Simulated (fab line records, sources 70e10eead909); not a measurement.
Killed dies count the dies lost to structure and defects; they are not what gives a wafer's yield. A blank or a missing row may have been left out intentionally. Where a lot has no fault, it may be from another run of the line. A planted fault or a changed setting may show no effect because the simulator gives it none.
fab line records -- flow nand-harc
record: lots: 11, wafers: 33, last-day: 33
route steps=1302 shown P_CONTACT@240 P_M0@261 END@1302
lots with no fault: from the same line, run without faults
start-h: hours from the record's opening day to when the first of the lot's shown wafers began -- wait-h: time in hours since the lot's previous step -- " the same as in the row above -- L1.1+2: several wafers, shown together as one row -- - value missing, or start not given -- * or withheld: withheld -- < > ~ a bound
route shown NAME@n: NAME is a module with steps in the file, n the number in the route of the first one -- usual: mean and standard deviation over wafers with no fault -- same: alike in all rows -- chamber/n: place in a boat -- sites: each site's reading -- _std_site: the standard deviation of these -- _edge_site: inner sites' mean taken away from outer sites' mean -- radius-mm: for every site, how far away it sits from the centre of the wafer -- mask NAME#n: copy n -- behind: tool/chamber where the wafer was last shaped -- hold: the reason the lot was held/the length of the hold in hours/how it ended -- device: which transistor (n, p or np) failed to switch -- end of line: the route-end tests of the same wafers -- a step given without rows: its recipe and nothing more -- killed: the dies lost at the first sort to structure and to defects; this is not the yield of the wafer -- map: per-die view of a wafer (x killed, . not killed, _ where there is no die)
set.NAME: setting as actually run; set.NAME@STEP: the setting as run at that earlier step -- model.NAME: the simulator's own value behind a step, which no gauge read
steps of the route over a sample of lots; a table a step, a row a wafer
services: the hour from which a tool's chamber was out of use, counted from the record's first day as start-h (under 0 if before that day), plus the number of hours and why
== steps ==
step: NHARC_P_CONTACT_ETCH_31
recipe: target-depth-a: 300, time-s: 85.7, ion-energy-ev: 120, over-etch-frac: 1, ch3f-flow-sccm: 50, o2-flow-sccm: 30, ar-flow-sccm: 200, rf-w: 500, bias-w: 100, chemistry: CH3F/O2
usual: bias-w: 100.0/0.33, drypump-motor-current-A: 5.87/0.29, oes-product-au: 0.971/0.018, rf-vpp-V: 244.4/1.6, showerhead-plenum-p-Torr: 2.46/0.1, throttle-valve-pct: 20.663/0.009
lot.wafer,tool,chamber,start-h,wait-h,bias-w,drypump-motor-current-A,oes-product-au,rf-hours-counter-h,rf-vpp-V,showerhead-plenum-p-Torr,throttle-valve-pct
L806.1,rie-diel-10,3,-,-,99.5,6.05,0.967,1.7,243.6,2.40,20.650
L806.2,rie-diel-10,0,-,-,100.5,5.76,0.947,1.5,245.8,2.57,20.658
L806.6,rie-diel-10,2,-,-,100.0,5.88,0.947,-,243.2,2.37,20.665
L807.4,rie-diel-08,0,-,-,100.0,6.26,0.977,2.7,246.0,2.50,20.670
L807.3,rie-diel-08,2,-,-,99.4,5.11,0.973,2.8,245.3,2.48,20.664
L807.2,rie-diel-08,3,-,-,99.4,6.21,0.966,1.6,246.2,2.54,20.667
L810.3,rie-diel-08,1,-,-,99.8,6.07,0.968,3.5,243.1,2.38,20.658
L810.2,rie-diel-08,0,-,-,100.0,6.29,0.979,3.7,245.5,2.50,20.681
L810.6,rie-diel-08,2,-,-,99.4,5.09,0.978,-,245.3,2.48,20.642
L818.2,rie-diel-05,1,-,-,100.6,5.64,0.978,0.5,243.9,2.45,20.661
L818.3,rie-diel-05,2,-,-,100.2,6.20,0.990,0.5,243.7,2.50,20.662
L818.6,rie-diel-05,3,-,-,99.7,5.98,0.979,-,243.2,2.35,20.673
L819.1,rie-diel-10,3,-,-,99.9,6.02,0.981,0.6,243.6,2.40,20.676
L819.6,rie-diel-10,2,-,-,99.5,5.91,0.995,-,244.0,2.37,20.651
L819.5,rie-diel-10,3,-,-,99.9,6.04,0.983,-,244.2,2.40,20.664
L822.2,rie-diel-10,0,-,-,99.7,5.74,0.952,1.7,245.6,2.57,20.674
L822.3,rie-diel-10,3,-,-,100.2,6.02,0.961,1.4,242.2,2.40,20.652
L822.6,rie-diel-10,0,-,-,100.1,5.76,0.945,-,245.2,2.57,20.674
L823.2,rie-diel-10,3,-,-,100.2,6.05,0.989,1.7,242.6,2.40,20.673
L823.3,rie-diel-10,1,-,-,100.3,5.79,0.985,2.2,247.3,2.65,20.667
L823.6,rie-diel-10,2,-,-,100.1,5.93,0.988,-,243.0,2.37,20.664
L824.1,rie-diel-05,2,-,-,99.8,6.17,0.980,4.5,243.8,2.50,20.663
L824.5,rie-diel-05,2,-,-,100.3,6.18,0.965,-,244.8,2.50,20.656
L824.6,rie-diel-05,3,-,-,100.4,5.95,0.983,-,243.8,2.35,20.663
L825.3,rie-diel-10,1,-,-,100.3,5.82,0.958,2.8,247.6,2.65,20.659
L825.2,rie-diel-10,3,-,-,100.3,6.03,0.976,2.3,242.5,2.40,20.656
L825.5,rie-diel-10,2,-,-,100.3,5.95,0.972,-,243.3,2.37,20.682
L827.1,rie-diel-10,0,-,-,99.9,5.78,0.930,3.2,245.5,2.57,20.659
L827.4,rie-diel-10,2,-,-,100.3,5.94,0.977,3.5,243.2,2.37,20.655
L827.5,rie-diel-10,3,-,-,100.0,6.03,0.982,-,243.5,2.40,20.648
L829.4,rie-diel-10,2,-,-,100.2,5.91,0.935,4.6,243.1,2.36,20.670
L829.2,rie-diel-10,3,-,-,99.6,6.03,0.922,4.7,243.5,2.40,20.659
L829.5,rie-diel-10,3,-,-,99.7,6.04,0.940,-,242.8,2.40,20.665
step: NHARC_P_M0_PEB_07
recipe: peb-temp-c: 100, peb-time-s: 65
usual: heater-power-total-W: 156.6/0.44, resist-line-temp-C: 22.99/0.12
lot.wafer,tool,chamber,start-h,wait-h,heater-power-total-W,resist-line-temp-C
L806.1,litho-track-01,0,127.73,0.1,157.1,23.06
L806.2,litho-track-01,0,127.73,0.1,156.4,23.21
L806.6,litho-track-01,0,127.73,0.1,156.3,23.01
L807.2,litho-track-04,0,132.70,0.1,156.5,23.11
L807.3,litho-track-04,0,132.70,0.1,156.7,22.92
L807.4,litho-track-04,0,132.70,0.1,156.4,23.11
L810.2,litho-track-04,0,163.56,0.1,172.7,22.90
L810.3,litho-track-04,0,163.56,0.1,155.9,23.01
L810.6,litho-track-04,0,163.56,0.1,156.1,23.06
L818.2,litho-track-01,0,244.99,0.1,156.5,22.83
L818.3,litho-track-01,0,244.99,0.1,156.8,22.75
L818.6,litho-track-01,0,244.99,0.1,156.3,22.88
L819.1,litho-track-04,0,267.71,0.1,157.1,22.89
L819.5,litho-track-04,0,267.71,0.1,156.1,22.84
L819.6,litho-track-04,0,267.71,0.1,156.3,22.76
L822.2,litho-track-04,0,282.33,0.1,156.3,23.08
L822.3,litho-track-04,0,282.33,0.1,157.2,23.11
L822.6,litho-track-04,0,282.33,0.1,156.8,22.99
L823.2,litho-track-04,0,292.12,0.1,156.4,23.20
L823.3,litho-track-04,0,292.12,0.1,156.9,23.02
L823.6,litho-track-04,0,292.12,0.1,157.0,22.99
L824.1,litho-track-04,0,302.77,0.1,157.0,22.98
L824.5,litho-track-04,0,302.77,0.1,157.1,22.92
L824.6,litho-track-04,0,302.77,0.1,155.9,22.73
L825.2,litho-track-01,0,306.88,0.1,156.6,22.97
L825.3,litho-track-01,0,306.88,0.1,156.3,22.93
L825.5,litho-track-01,0,306.88,0.1,157.1,22.98
L827.1,litho-track-04,0,331.50,0.1,156.7,22.92
L827.4,litho-track-04,0,331.50,0.1,156.9,22.96
L827.5,litho-track-04,0,331.50,0.1,156.8,23.01
L829.2,litho-track-04,0,352.78,0.1,156.0,22.91
L829.4,litho-track-04,0,352.78,0.1,155.9,23.04
L829.5,litho-track-04,0,352.78,0.1,157.1,23.01
step: NHARC_P_M0_CD_MEAS_09
recipe: target-cd-nm: 90, landing-energy-ev: 500
usual: cd-nm: 90.1/0.77
lot.wafer,tool,chamber,start-h,wait-h,cd-nm
L806.1,cd-sem-01,0,127.80,-,89.0
L806.2,cd-sem-01,0,127.80,-,88.7
L806.6,cd-sem-01,0,127.80,-,89.1
L807.2,cd-sem-03,0,132.78,-,90.4
L807.3,cd-sem-03,0,132.78,-,90.3
L807.4,cd-sem-03,0,132.78,-,91.2
L810.2,cd-sem-01,0,163.64,-,84.2
L810.3,cd-sem-01,0,163.64,-,90.0
L810.6,cd-sem-01,0,163.64,-,90.9
L818.2,cd-sem-01,0,245.07,-,89.4
L818.3,cd-sem-01,0,245.07,-,89.6
L818.6,cd-sem-01,0,245.07,-,90.4
L819.1,cd-sem-03,0,267.79,-,90.3
L819.5,cd-sem-03,0,267.79,-,90.9
L819.6,cd-sem-03,0,267.79,-,91.1
L822.2,cd-sem-01,0,282.41,-,90.2
L822.3,cd-sem-01,0,282.41,-,90.6
L822.6,cd-sem-01,0,282.41,-,89.8
L823.2,cd-sem-02,0,292.20,-,90.8
L823.3,cd-sem-02,0,292.20,-,90.5
L823.6,cd-sem-02,0,292.20,-,89.7
L824.1,cd-sem-03,0,302.85,-,90.8
L824.5,cd-sem-03,0,302.85,-,89.5
L824.6,cd-sem-03,0,302.85,-,90.8
L825.2,cd-sem-01,0,306.96,-,90.1
L825.3,cd-sem-01,0,306.96,-,89.7
L825.5,cd-sem-01,0,306.96,-,89.4
L827.1,cd-sem-02,0,331.58,-,89.6
L827.4,cd-sem-02,0,331.58,-,90.8
L827.5,cd-sem-02,0,331.58,-,90.8
L829.2,cd-sem-02,0,352.86,-,91.0
L829.4,cd-sem-02,0,352.86,-,90.6
L829.5,cd-sem-02,0,352.86,-,91.5
step: NHARC_P_M0_DESCUM_14
recipe: time-s: 3, o2-flow-sccm: 200, ar-flow-sccm: 0, bias-power-w: 0, chemistry: O2
usual: drypump-motor-current-A: 5.7/0.46, oes-product-au: 1.002/0.012, rf-vpp-V: 57.8/0.82, showerhead-plenum-p-Torr: 1.89/0.078, throttle-valve-pct: 11.309/0.0081
lot.wafer,tool,chamber,start-h,wait-h,drypump-motor-current-A,oes-product-au,rf-hours-counter-h,rf-vpp-V,showerhead-plenum-p-Torr,throttle-valve-pct
L806.2,rie-diel-04,3,128.00,0.1,5.7,0.989,16,56.8,1.92,11.311
L806.1,rie-diel-04,0,128.00,0.1,5.5,1.013,24,58.1,1.88,11.314
L806.6,rie-diel-04,3,128.00,0.1,5.7,0.995,-,58.0,1.92,11.317
L807.4,rie-diel-13,3,132.96,0.1,5.3,0.990,43,56.0,1.78,11.308
L807.3,rie-diel-13,0,132.96,0.1,6.5,0.989,46,58.3,1.90,11.305
L807.2,rie-diel-13,2,132.96,0.1,5.6,0.990,46,58.1,1.87,11.316
L810.3,rie-diel-11,2,163.83,0.1,5.3,1.006,29,59.0,1.87,11.312
L810.2,rie-diel-11,1,163.83,0.1,6.3,0.992,27,58.6,1.92,11.312
L810.6,rie-diel-11,2,163.83,0.1,5.3,0.998,-,57.6,1.87,11.304
L818.3,rie-diel-13,0,245.26,0.1,6.5,0.998,24,57.4,1.89,11.318
L818.2,rie-diel-13,1,245.26,0.1,4.8,0.991,32,56.6,1.88,11.304
L818.6,rie-diel-13,3,245.26,0.1,5.2,0.992,-,57.1,1.77,11.314
L819.1,rie-diel-11,3,267.99,0.1,6.2,1.000,1,58.7,2.08,11.316
L819.6,rie-diel-11,1,267.99,0.1,6.3,1.011,-,56.4,1.91,11.307
L819.5,rie-diel-11,2,267.99,0.1,5.3,1.017,-,57.3,1.86,11.305
L822.2,rie-diel-04,0,282.61,0.1,5.4,1.020,21,57.5,1.87,11.329
L822.3,rie-diel-04,1,282.61,0.1,5.2,0.992,18,58.3,1.82,11.319
L822.6,rie-diel-04,2,282.61,0.1,5.7,1.005,-,58.1,1.90,11.300
L823.3,rie-diel-04,1,292.39,0.1,5.2,0.990,19,57.6,1.82,11.327
L823.2,rie-diel-04,3,292.39,0.1,5.7,1.004,23,56.9,1.91,11.307
L823.6,rie-diel-04,2,292.39,0.1,5.7,1.000,-,59.6,1.90,11.318
L824.1,rie-diel-04,1,303.04,0.1,5.2,0.991,21,57.0,1.82,11.305
L824.5,rie-diel-04,0,303.04,0.1,5.4,1.010,-,58.4,1.87,11.312
L824.6,rie-diel-04,1,303.04,0.1,5.2,0.998,-,57.9,1.82,11.311
L825.2,rie-diel-11,1,307.15,0.1,6.3,1.018,11,58.8,1.90,11.306
L825.3,rie-diel-11,3,307.15,0.1,6.2,1.009,11,58.7,2.07,11.306
L825.5,rie-diel-11,0,307.15,0.1,6.0,1.015,-,58.6,2.05,11.301
L827.1,rie-diel-04,1,331.78,0.1,5.2,0.985,25,57.4,1.81,11.306
L827.4,rie-diel-04,2,331.78,0.1,5.7,1.010,24,57.8,1.90,11.316
L827.5,rie-diel-04,0,331.78,0.1,5.4,1.021,-,56.6,1.87,11.306
L829.4,rie-diel-13,1,353.05,0.1,4.8,0.992,0,57.5,1.87,11.314
L829.2,rie-diel-13,3,353.05,0.1,5.2,1.004,0,58.0,2.08,11.307
L829.5,rie-diel-13,0,353.05,0.1,6.5,1.011,-,56.8,1.88,11.327
step: NHARC_P_M0_ETCH_15
recipe: target-depth-a: 1500, overetch-a: 150, time-s: 82.5, c4f8-flow-sccm: withheld, ar-flow-sccm: 400, rf-w: 600, bias-w: 300, chemistry: C4F8/Ar
usual: bias-w: 299.9/0.71, oes-product-au: 0.963/0.021, rf-vpp-V: 440.2/2.6
lot.wafer,tool,chamber,start-h,wait-h,bias-w,oes-product-au,rf-hours-counter-h,rf-vpp-V
L806.2,rie-diel-04,1,-,-,300.0,0.987,25,438.5
L806.1,rie-diel-04,3,-,-,300.7,0.954,16,439.9
L806.6,rie-diel-04,0,-,-,300.5,0.989,-,439.5
L807.2,rie-diel-13,1,-,-,300.0,0.914,47,441.8
L807.4,rie-diel-13,3,-,-,298.5,0.912,43,435.9
L807.3,rie-diel-13,0,-,-,300.9,0.913,46,440.8
L810.3,rie-diel-11,2,-,-,299.5,0.950,29,438.7
L810.2,rie-diel-11,0,-,-,298.1,0.953,25,445.7
L810.6,rie-diel-11,0,-,-,298.9,0.949,-,445.7
L818.3,rie-diel-13,3,-,-,300.9,0.956,22,436.7
L818.2,rie-diel-13,0,-,-,300.0,0.982,24,440.5
L818.6,rie-diel-13,0,-,-,300.5,0.975,-,439.7
L819.1,rie-diel-11,0,-,-,301.2,0.977,1,444.3
L819.5,rie-diel-11,0,-,-,299.9,0.980,-,444.6
L819.6,rie-diel-11,1,-,-,300.2,0.970,-,442.0
L822.3,rie-diel-04,3,-,-,300.3,0.931,22,439.8
L822.2,rie-diel-04,1,-,-,301.1,0.952,18,436.8
L822.6,rie-diel-04,3,-,-,299.5,0.934,-,440.9
L823.3,rie-diel-04,3,-,-,299.2,0.975,23,440.1
L823.2,rie-diel-04,0,-,-,300.9,0.994,22,439.6
L823.6,rie-diel-04,2,-,-,299.2,0.966,-,441.1
L824.1,rie-diel-04,1,-,-,299.6,0.961,21,437.1
L824.5,rie-diel-04,0,-,-,299.5,0.986,-,440.4
L824.6,rie-diel-04,1,-,-,300.3,0.955,-,437.4
L825.3,rie-diel-11,0,-,-,299.1,0.959,10,444.9
L825.2,rie-diel-11,2,-,-,300.3,0.993,13,439.1
L825.5,rie-diel-11,3,-,-,300.7,0.982,-,445.5
L827.4,rie-diel-04,3,-,-,300.3,0.956,28,440.9
L827.1,rie-diel-04,0,-,-,300.5,0.967,28,439.6
L827.5,rie-diel-04,3,-,-,299.7,0.944,-,440.0
L829.4,rie-diel-13,0,-,-,300.3,0.962,0,438.5
L829.2,rie-diel-13,2,-,-,300.2,0.973,0,439.2
L829.5,rie-diel-13,0,-,-,300.1,0.968,-,438.7
step: NHARC_END_SORT_01
recipe: temp-c: 25
usual: defect-limited-yield: 91.1/2.9, killed-at-array: 55/20, killed-at-other: 0.7/0.96, killed-at-periphery: 4.1/2.4, killed-dies: 60/20, killed-open: 3.3/1.9, killed-short: 2.8/1.6
same: gross-dies: 677
lot.wafer,tool,chamber,start-h,wait-h,defect-limited-yield[%],killed-at-array,killed-at-other,killed-at-periphery,killed-dies,killed-open,killed-short
L818.2,prober-01,0,690.93,2.8,89.4,64,3,5,72,3,1
L818.3,prober-01,0,691.73,3.1,90.5,55,1,8,64,2,3
L818.6,prober-01,0,694.14,4.0,89.1,62,3,9,74,3,3
L819.6,prober-01,0,701.93,4.0,92.2,49,0,4,53,5,3
killed by level:class
L818.2 A_CHANNEL_HOLE_D1:chamber-film-flake=32 A_CONTACT:chamber-film-flake=10 A_SLIT:chamber-film-flake=8 A_WL_FILL:chamber-film-flake=5 P_GATE:chamber-film-flake=4 THIN_TSV:chamber-film-flake=3 A_CHANNEL_FILL_D1:geometric-particle:open=2 A_CHANNEL_HOLE_D2:chamber-film-flake=2
L818.3 A_CHANNEL_HOLE_D1:chamber-film-flake=34 A_CONTACT:chamber-film-flake=8 P_GATE:chamber-film-flake=3 P_CONTACT:chamber-film-flake=3 A_CHANNEL_HOLE_D2:chamber-film-flake=3 A_WL_FILL:chamber-film-flake=3 P_CONTACT:geometric-particle:short=1 A_CHANNEL_FILL_D1:geometric-particle:open=1
L818.6 A_CHANNEL_HOLE_D1:chamber-film-flake=30 A_CONTACT:chamber-film-flake=11 P_CONTACT:chamber-film-flake=5 A_SLIT:chamber-film-flake=5 A_CHANNEL_HOLE_D2:chamber-film-flake=3 A_WL_FILL:chamber-film-flake=3 THIN_TSV:chamber-film-flake=3 A_CHANNEL_FILL_D2:chamber-film-flake=2
L819.6 A_SLIT:chamber-film-flake=27 A_CHANNEL_HOLE_D1:chamber-film-flake=9 P_M0:geometric-particle:open=3 A_STAIRCASE:chamber-film-flake=3 A_CONTACT:chamber-film-flake=3 A_WL_FILL:chamber-film-flake=2 A_ONON_D1:geometric-particle:short=1 A_CHANNEL_FILL_D1:geometric-particle:short=1
== services ==
tool,chamber,start-h,hours,kind
rie-diel-13,2,101.01,4.0,repair
rie-diel-11,1,103.05,3.1,repair
rie-diel-10,0,125.93,3.5,repair
rie-diel-10,-,127.02,13.3,repair
rie-diel-11,0,143.70,8.3,repair
litho-track-01,-,155.00,7.0,pm
rie-diel-11,3,159.50,6.7,repair
rie-diel-10,2,160.15,16.9,repair
rie-diel-04,1,160.64,27.4,repair
rie-diel-13,-,165.23,9.0,pm
rie-diel-04,-,177.92,9.0,pm
litho-track-04,-,203.00,7.0,pm
rie-diel-10,0,204.64,2.4,repair
rie-diel-04,2,222.96,7.9,repair
rie-diel-10,-,242.59,9.0,pm
rie-diel-13,-,251.21,0.7,repair
rie-diel-11,-,255.59,9.0,pm
rie-diel-11,3,270.66,5.1,repair
rie-diel-04,-,311.62,0.4,repair
rie-diel-10,0,312.85,10.2,repair
rie-diel-04,2,319.12,6.4,repair
litho-track-01,-,330.00,7.0,pm
rie-diel-11,0,335.93,9.7,repair
rie-diel-13,-,343.02,9.0,pm
== key ==
first-sign: step: NHARC_P_M0_PEB_07, reading: heater-power-total-W, direction: up, sigmas: 37, usual: *, struck: *
effect: step: NHARC_P_M0_CD_MEAS_09, reading: cd-nm, direction: down, sigmas: 7.8, usual: 90.1, struck: 84.2
met-at NHARC_P_M0_PEB_07
struck-lots L810
struck-wafers L810.2
not-acting-at NHARC_P_CONTACT_ETCH_31,NHARC_P_M0_DESCUM_14,NHARC_P_M0_ETCH_15
onset-between 132.70 163.56
fault: kind: process-parameter-drift, tool: litho-track-04, chamber: -, onset-h: 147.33, steps: NHARC_P_M0_PEB_07, channel: peb-time-s, offset: *, shape: step, end-h: 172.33, scope: struck-wafers-only, acts-in: *, stated: *
